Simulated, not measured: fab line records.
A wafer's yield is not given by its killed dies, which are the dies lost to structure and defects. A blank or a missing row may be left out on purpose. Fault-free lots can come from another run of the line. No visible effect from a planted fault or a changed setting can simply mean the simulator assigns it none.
Matching of chambers || flow n5-finfet || uv-cure-02 running N5_BEOL_M6_CURE_74: 3 sister chambers
The step cures SiCOH lowk, time 240 s. 27 wafers are shown with their chamber, then 12 later ones without.

== WAFERS WITH THEIR CHAMBER ==
{"wafer": "L081.1", "chamber": 0, "wafer_temp_C_max": 387.6, "lamp-power-pct (%)": 52.34}
{"wafer": "L081.2", "chamber": 0, "wafer_temp_C_max": 386.8, "lamp-power-pct (%)": 52.30}
{"wafer": "L081.6", "chamber": 0, "wafer_temp_C_max": 386.3, "lamp-power-pct (%)": 52.34}
{"wafer": "L082.2", "chamber": 0, "wafer_temp_C_max": 387.3, "lamp-power-pct (%)": 52.27}
{"wafer": "L082.4", "chamber": 0, "wafer_temp_C_max": 386.6, "lamp-power-pct (%)": 52.31}
{"wafer": "L082.5", "chamber": 0, "wafer_temp_C_max": 386.9, "lamp-power-pct (%)": 52.33}
{"wafer": "L084.1", "chamber": 1, "wafer_temp_C_max": 387.4, "lamp-power-pct (%)": 52.23}
{"wafer": "L084.5", "chamber": 1, "wafer_temp_C_max": 387.4, "lamp-power-pct (%)": 52.32}
{"wafer": "L084.6", "chamber": 1, "wafer_temp_C_max": 387.8, "lamp-power-pct (%)": 52.30}
{"wafer": "L083.3", "chamber": 1, "wafer_temp_C_max": 387.9, "lamp-power-pct (%)": 52.36}
{"wafer": "L083.4", "chamber": 1, "wafer_temp_C_max": 387.2, "lamp-power-pct (%)": 52.36}
{"wafer": "L083.5", "chamber": 1, "wafer_temp_C_max": 387.6, "lamp-power-pct (%)": 52.27}
{"wafer": "L085.2", "chamber": 0, "wafer_temp_C_max": 387.2, "lamp-power-pct (%)": 52.39}
{"wafer": "L085.4", "chamber": 0, "wafer_temp_C_max": 386.2, "lamp-power-pct (%)": 52.32}
{"wafer": "L085.5", "chamber": 0, "wafer_temp_C_max": 386.7, "lamp-power-pct (%)": 52.36}
{"wafer": "L086.1", "chamber": 0, "wafer_temp_C_max": 386.9, "lamp-power-pct (%)": 52.42}
{"wafer": "L086.4", "chamber": 0, "wafer_temp_C_max": 386.5, "lamp-power-pct (%)": 52.28}
{"wafer": "L086.5", "chamber": 0, "wafer_temp_C_max": 387.1, "lamp-power-pct (%)": 52.28}
{"wafer": "L086.2", "chamber": 0, "wafer_temp_C_max": 386.8, "lamp-power-pct (%)": 52.32}
{"wafer": "L086.3", "chamber": 0, "wafer_temp_C_max": 387.2, "lamp-power-pct (%)": 52.24}
{"wafer": "L086.6", "chamber": 0, "wafer_temp_C_max": 387.2, "lamp-power-pct (%)": 52.41}
{"wafer": "L092.1", "chamber": 2, "wafer_temp_C_max": 386.3, "lamp-power-pct (%)": 52.34}
{"wafer": "L092.2", "chamber": 2, "wafer_temp_C_max": 386.0, "lamp-power-pct (%)": 52.29}
{"wafer": "L092.3", "chamber": 2, "wafer_temp_C_max": 386.0, "lamp-power-pct (%)": 52.24}
{"wafer": "L089.2", "chamber": 1, "wafer_temp_C_max": 388.0, "lamp-power-pct (%)": 52.27}
{"wafer": "L089.3", "chamber": 1, "wafer_temp_C_max": 387.0, "lamp-power-pct (%)": 52.31}
{"wafer": "L089.6", "chamber": 1, "wafer_temp_C_max": 387.8, "lamp-power-pct (%)": 52.35}

SIGNATURES (means of the wafers above)
{"reading": "wafer_temp_C_max", "chamber 0": 386.887, "chamber 1": 387.567, "chamber 2": 386.100, "scatter within a chamber": 0.359}
{"reading": "lamp-power-pct", "chamber 0": 52.3273, "chamber 1": 52.3078, "chamber 2": 52.2900, "scatter within a chamber": 0.0494}
Rule: for a wafer and a chamber, the distance is found by dividing, reading by reading, the gap between the wafer's reading and the chamber's mean by the reading's scatter, squaring, summing and taking the root. The wafer belongs to the nearest chamber; if the next one is less than 2 further off, it can't be placed. The scatter: the root of (the sum of the squares of (reading less its chamber's mean) over the shown wafers, divided by (wafers less chambers)).

== WAFERS WHOSE CHAMBER IS MISSING ==
{"wafer": "L094.1", "wafer_temp_C_max": 386.5, "lamp-power-pct (%)": 52.34}
{"wafer": "L094.4", "wafer_temp_C_max": 386.6, "lamp-power-pct (%)": 52.30}
{"wafer": "L094.5", "wafer_temp_C_max": 386.3, "lamp-power-pct (%)": 52.34}
{"wafer": "L096.1", "wafer_temp_C_max": 385.9, "lamp-power-pct (%)": 52.26}
{"wafer": "L096.2", "wafer_temp_C_max": 386.3, "lamp-power-pct (%)": 52.33}
{"wafer": "L096.4", "wafer_temp_C_max": 386.1, "lamp-power-pct (%)": 52.39}
{"wafer": "L095.1", "wafer_temp_C_max": 387.6, "lamp-power-pct (%)": 52.33}
{"wafer": "L095.3", "wafer_temp_C_max": 387.3, "lamp-power-pct (%)": 52.39}
{"wafer": "L095.5", "wafer_temp_C_max": 387.7, "lamp-power-pct (%)": 52.42}
{"wafer": "L095.2", "wafer_temp_C_max": 387.5, "lamp-power-pct (%)": 52.36}
{"wafer": "L095.4", "wafer_temp_C_max": 387.4, "lamp-power-pct (%)": 52.38}
{"wafer": "L095.6", "wafer_temp_C_max": 387.2, "lamp-power-pct (%)": 52.24}

== WHICH CHAMBER EACH WENT THROUGH ==
{"wafer": "L094.1", "from the rows above": "can't be placed: 0 or 2 or 1", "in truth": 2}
{"wafer": "L094.4", "from the rows above": "can't be placed: 0 or 2 or 1", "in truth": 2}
{"wafer": "L094.5", "from the rows above": "can't be placed: 2 or 0", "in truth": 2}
{"wafer": "L096.1", "from the rows above": 2, "in truth": 2}
{"wafer": "L096.2", "from the rows above": "can't be placed: 2 or 0", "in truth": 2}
{"wafer": "L096.4", "from the rows above": "can't be placed: 2 or 0", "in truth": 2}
{"wafer": "L095.1", "from the rows above": "can't be placed: 1 or 0", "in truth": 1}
{"wafer": "L095.3", "from the rows above": "can't be placed: 0 or 1", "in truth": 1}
{"wafer": "L095.5", "from the rows above": "can't be placed: 1 or 0", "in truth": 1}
{"wafer": "L095.2", "from the rows above": "can't be placed: 1 or 0", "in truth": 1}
{"wafer": "L095.4", "from the rows above": "can't be placed: 1 or 0", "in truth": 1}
{"wafer": "L095.6", "from the rows above": "can't be placed: 1 or 0 or 2", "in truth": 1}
Placed correctly: 1 of 12. These rows do not allow placing 11 (true chamber among the candidates in 11). Number placed wrongly: 0.
